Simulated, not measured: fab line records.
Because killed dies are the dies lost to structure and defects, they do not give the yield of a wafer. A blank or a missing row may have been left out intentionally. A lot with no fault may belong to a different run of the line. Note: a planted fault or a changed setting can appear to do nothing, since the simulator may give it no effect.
Which of the tools did it? ; flow n5_finfet ; 72 wafers from 24 lots sampled at 5 of the route's 1938 steps

== WHAT THE GAUGES SHOWED, per wafer ==
N5_BEOL_M14_CD_MEAS_10: the cd target is 250 nm. Usual: cd_nm at 250.2 nm, with a standard deviation of 1.6.
lot;measured;on;cd_nm (nm);flag
L074;day 11 18:53;cd_sem-01;252.2 252.7 252.4;
L075;day 12 02:06;cd_sem-01;248.0 248.7 251.1;
L076;day 12 07:17;cd_sem-01;248.3 248.1 250.9;
L079;day 12 11:04;cd_sem-03;250.3 251.3 251.7;
L078;day 12 11:35;cd_sem-02;249.7 250.0 250.0;
L077;day 12 17:29;cd_sem-03;248.8 247.9 250.6;
L080;day 13 08:13;cd_sem-03;249.8 249.2 248.5;
L083;day 13 11:31;cd_sem-01;246.7 249.0 250.8;
L081;day 13 18:18;cd_sem-03;249.9 249.0 249.5;
L082;day 13 18:27;cd_sem-02;250.4 248.5 252.2;
L084;day 13 22:04;cd_sem-02;251.5 250.8 249.5;
L085;day 14 07:21;cd_sem-03;253.0 253.3 252.4;
L087;day 15 03:29;cd_sem-02;249.3 249.1 249.0;
L086;day 15 04:11;cd_sem-01;248.4 246.6 251.1;
L089;day 15 10:29;cd_sem-03;252.2 250.4 251.0;
L088;day 15 20:01;cd_sem-01;249.9 250.4 251.8;
L091;day 15 20:32;cd_sem-02;251.5 250.2 247.0;
L090;day 15 20:50;cd_sem-02;252.4 249.1 248.9;
L093;day 16 03:29;cd_sem-03;251.4 250.0 247.4;
L092;day 16 16:55;cd_sem-03;247.7 250.5 250.8;
L094;day 17 02:52;cd_sem-02;248.0 250.7 248.9;
L095;day 17 07:26;cd_sem-01;251.4 249.1 249.0;
L096;day 17 09:40;cd_sem-01;250.3 252.1 248.5;
L097;day 17 17:01;cd_sem-01;247.8 246.6 249.6;

N5_BEOL_M15_OVL_MEAS_11. Usual: V14_OVL -2 nm, standard deviation 5.
lot;measured;on;V14_OVL (nm);flag
L074;day 12 01:46;overlay-01;1 0 -2;
L075;day 12 13:19;overlay-01;-3 -15 -7;
L076;day 12 13:32;overlay-01;-6 -4 0;
L079;day 12 16:42;overlay-02;-1 -4 -5;
L078;day 12 17:56;overlay-02;5 -1 3;
L077;day 12 21:57;overlay-02;-2 4 -1;
L080;day 13 16:54;overlay-01;-5 0 -9;
L083;day 13 17:42;overlay-01;-9 -2 -11;
L081;day 13 22:44;overlay-01;-6 0 3;
L082;day 13 22:58;overlay-02;0 -4 -4;
L084;day 14 03:58;overlay-01;-10 7 -8;
L085;day 14 14:14;overlay-02;0 2 -4;
L087;day 15 07:50;overlay-01;-7 -10 -6;
L086;day 15 10:58;overlay-01;1 -1 5;
L089;day 15 15:42;overlay-01;1 1 -2;
L088;day 16 01:02;overlay-02;-10 -6 -10;
L091;day 16 01:17;overlay-02;-2 1 0;
L090;day 16 01:23;overlay-01;-4 -3 -3;
L093;day 16 08:56;overlay-01;-6 -2 -7;
L092;day 16 21:30;overlay-02;-4 -7 -4;
L094;day 17 08:56;overlay-02;7 8 9;
L095;day 17 12:05;overlay-01;3 4 1;
L096;day 17 18:43;overlay-02;0 4 1;
L097;day 17 23:50;overlay-02;6 5 1;

== WHAT TOOL EACH LOT RAN ON (gives the tool, then ch and the chambers of the sampled wafers, and finally the start) ==
lot;N5_BEOL_M13_CMP_49;N5_BEOL_M14_DEGAS_41;N5_BEOL_M14_ANNEAL_48
L074;cmp-01 ch 1,2,3, day 11 17:51;pvd_sputter-03, day 11 23:45;rtp_anneal-02 ch 0, day 12 00:18
L075;cmp-03 ch 0,2,3, day 12 01:07;pvd_sputter-01, day 12 10:21;rtp_anneal-01 ch 0, day 12 11:33
L076;cmp-04 ch 0,2,3, day 12 06:16;pvd_sputter-01, day 12 10:40;rtp_anneal-01 ch 0, day 12 12:05
L079;cmp-04 ch 0,1,3, day 12 09:57;pvd_sputter-01, day 12 14:47;rtp_anneal-01 ch 0, day 12 15:20
L078;cmp-01 ch 0,3, day 12 10:26;pvd_sputter-02, day 12 15:52;rtp_anneal-02 ch 0, day 12 16:28
L077;cmp-03 ch 0,1,3, day 12 16:22;pvd_sputter-02, day 12 20:02;rtp_anneal-01 ch 0, day 12 20:35
L080;cmp-03 ch 0,1,3, day 13 07:10;pvd_sputter-03, day 13 14:52;rtp_anneal-01 ch 0, day 13 15:28
L083;cmp-01 ch 1,2,3, day 13 10:34;pvd_sputter-02, day 13 15:42;rtp_anneal-01 ch 0, day 13 16:20
L081;cmp-03 ch 0,1,3, day 13 17:14;pvd_sputter-01, day 13 20:42;rtp_anneal-01 ch 0, day 13 21:14
L082;cmp-04 ch 2,3, day 13 17:28;pvd_sputter-02, day 13 20:47;rtp_anneal-02 ch 0, day 13 21:28
L084;cmp-04 ch 1,2, day 13 21:05;pvd_sputter-02, day 14 02:04;rtp_anneal-02 ch 0, day 14 02:39
L085;cmp-01 ch 0,1,3, day 14 06:21;pvd_sputter-02, day 14 12:05;rtp_anneal-02 ch 0, day 14 12:49
L087;cmp-01 ch 0,2, day 15 02:26;pvd_sputter-02, day 15 05:41;rtp_anneal-01 ch 0, day 15 06:16
L086;cmp-04 ch 0,1,3, day 15 03:06;pvd_sputter-03, day 15 08:44;rtp_anneal-02 ch 0, day 15 09:21
L089;cmp-01 ch 0,3, day 15 09:22;pvd_sputter-01, day 15 13:47;rtp_anneal-01 ch 0, day 15 14:20
L088;cmp-03 ch 0,1,3, day 15 18:55;pvd_sputter-03, day 15 22:59;rtp_anneal-02 ch 0, day 15 23:32
L091;cmp-03 ch 2,3, day 15 19:24;pvd_sputter-02, day 15 23:06;rtp_anneal-01 ch 0, day 15 23:53
L090;cmp-03 ch 2,3, day 15 19:40;pvd_sputter-02, day 15 23:28;rtp_anneal-02 ch 0, day 16 00:01
L093;cmp-01 ch 0,1,3, day 16 02:22;pvd_sputter-02, day 16 06:53;rtp_anneal-01 ch 0, day 16 07:37
L092;cmp-04 ch 0,1, day 16 15:48;pvd_sputter-02, day 16 19:34;rtp_anneal-01 ch 0, day 16 20:11
L094;cmp-04 ch 0,1,3, day 17 01:48;pvd_sputter-03, day 17 06:45;rtp_anneal-02 ch 0, day 17 07:34
L095;cmp-04 ch 0,2, day 17 06:22;pvd_sputter-03, day 17 09:57;rtp_anneal-01 ch 0, day 17 10:32
L096;cmp-04 ch 2,3, day 17 08:34;pvd_sputter-03, day 17 16:40;rtp_anneal-02 ch 0, day 17 17:12
L097;cmp-04 ch 0,2,3, day 17 15:50;pvd_sputter-01, day 17 21:43;rtp_anneal-02 ch 0, day 17 22:16
- N5_BEOL_M13_CMP_49: polishes, stops on SiOC, t overpolish 17.1 s, target thk 420 nm.
- N5_BEOL_M14_DEGAS_41: time 60 s.
- N5_BEOL_M14_ANNEAL_48: time 90 s.

== AS READ BY THE TOOLS THEMSELVES (means over the sampled wafers that have a number; for cases with no such wafer, the mark the record gives instead) ==
N5_BEOL_M13_CMP_49. Usual: barrier_field_endpoint_s 30.1 s, standard deviation 0.8; clearing_platen_rpm 50.00 rpm, standard deviation 0.031; motor_current_A 5.9 A, standard deviation 0.55; overpolish_run_s 17.099 s, standard deviation 0.0085; pad_life_wafers 992, standard deviation 690.
lot;tool;barrier_field_endpoint_s (s);clearing_platen_rpm (rpm);motor_current_A (A);overpolish_run_s (s);pad_life_wafers;flag
L074;cmp-01;29.4;50.04;6.1;17.094;1694;
L075;cmp-03;30.4;49.98;5.8;17.095;2047;
L076;cmp-04;30.6;49.98;6.1;17.096;752;
L079;cmp-04;30.3;50.02;6.2;17.091;775;
L078;cmp-01;30.3;50.00;5.7;17.107;1850;
L077;cmp-03;29.9;50.02;6.0;17.097;8;
L080;cmp-03;31.0;49.99;6.0;17.099;122;
L083;cmp-01;29.2;49.99;5.9;17.100;2073;
L081;cmp-03;29.5;50.01;5.8;17.099;182;
L082;cmp-04;29.7;49.98;5.7;17.106;1004;
L084;cmp-04;30.5;50.01;5.5;17.102;1056;
L085;cmp-01;30.2;50.01;5.9;17.101;39;
L087;cmp-01;29.6;50.00;5.8;17.106;182;
L086;cmp-04;29.3;49.99;6.2;17.097;1297;
L089;cmp-01;29.8;49.98;5.5;17.094;246;
L088;cmp-03;29.9;50.02;5.9;17.106;572;
L091;cmp-03;29.6;50.04;5.5;17.101;584;
L090;cmp-03;29.7;50.00;5.0;17.097;590;
L093;cmp-01;30.0;50.02;6.0;17.093;391;
L092;cmp-04;30.7;49.98;5.8;17.103;1562;
L094;cmp-04;30.4;50.00;6.2;17.096;1641;
L095;cmp-04;30.5;50.02;6.2;17.098;1682;
L096;cmp-04;30.9;50.00;5.8;17.096;1705;
L097;cmp-04;29.3;49.99;6.2;17.104;1747;

N5_BEOL_M14_DEGAS_41. Usual: heater_power_w at 462 W, with a standard deviation of 63.
lot;tool;heater_power_w (W);flag
L074;pvd_sputter-03;502;
L075;pvd_sputter-01;472;
L076;pvd_sputter-01;466;
L079;pvd_sputter-01;459;
L078;pvd_sputter-02;538;
L077;pvd_sputter-02;540;
L080;pvd_sputter-03;435;
L083;pvd_sputter-02;472;
L081;pvd_sputter-01;497;
L082;pvd_sputter-02;433;
L084;pvd_sputter-02;414;
L085;pvd_sputter-02;434;
L087;pvd_sputter-02;429;
L086;pvd_sputter-03;482;
L089;pvd_sputter-01;447;
L088;pvd_sputter-03;454;
L091;pvd_sputter-02;430;
L090;pvd_sputter-02;479;
L093;pvd_sputter-02;485;
L092;pvd_sputter-02;485;
L094;pvd_sputter-03;499;
L095;pvd_sputter-03;448;
L096;pvd_sputter-03;446;
L097;pvd_sputter-01;464;

N5_BEOL_M14_ANNEAL_48. Usual: anneal_temp_c_max 226.03, standard deviation 0.25; wafer_temp_C_max 225.66, standard deviation 0.23.
lot;tool;anneal_temp_c_max;wafer_temp_C_max;flag
L074;rtp_anneal-02;226.41;225.81;
L075;rtp_anneal-01;226.10;225.45;
L076;rtp_anneal-01;226.19;225.70;
L079;rtp_anneal-01;226.22;225.76;
L078;rtp_anneal-02;225.73;225.76;
L077;rtp_anneal-01;225.98;225.75;
L080;rtp_anneal-01;226.16;225.69;
L083;rtp_anneal-01;226.32;225.62;
L081;rtp_anneal-01;226.13;225.48;
L082;rtp_anneal-02;225.78;225.61;
L084;rtp_anneal-02;225.89;225.55;
L085;rtp_anneal-02;225.93;225.56;
L087;rtp_anneal-01;226.03;225.97;
L086;rtp_anneal-02;226.08;226.09;
L089;rtp_anneal-01;226.04;225.73;
L088;rtp_anneal-02;226.05;225.66;
L091;rtp_anneal-01;225.73;225.71;
L090;rtp_anneal-02;225.87;225.93;
L093;rtp_anneal-01;226.20;225.61;
L092;rtp_anneal-01;225.99;225.20;
L094;rtp_anneal-02;226.12;225.64;
L095;rtp_anneal-01;226.40;225.72;
L096;rtp_anneal-02;225.89;225.43;
L097;rtp_anneal-02;225.62;225.64;

== THE ANSWER, worked out from the rows above alone ==
Rule: a lot counts as off when the mean over its wafers that have a number is more than 3 standard deviations away from the usual mean. Also off: a lot with no number at a reading for which 4 or more lots have one. All remaining lots with rows at the step are treated as sound. First the gauges in route order, then the tools' own readings, where a lot's mean is used as printed above. At the first step where some lot is off, the reading lying furthest off is the one used; lots without a number count as furthest.
No lot is off on any of the readings shown, so nothing can be concluded from this.

== WHAT HAD BEEN PUT IN BY THE SIMULATOR ==
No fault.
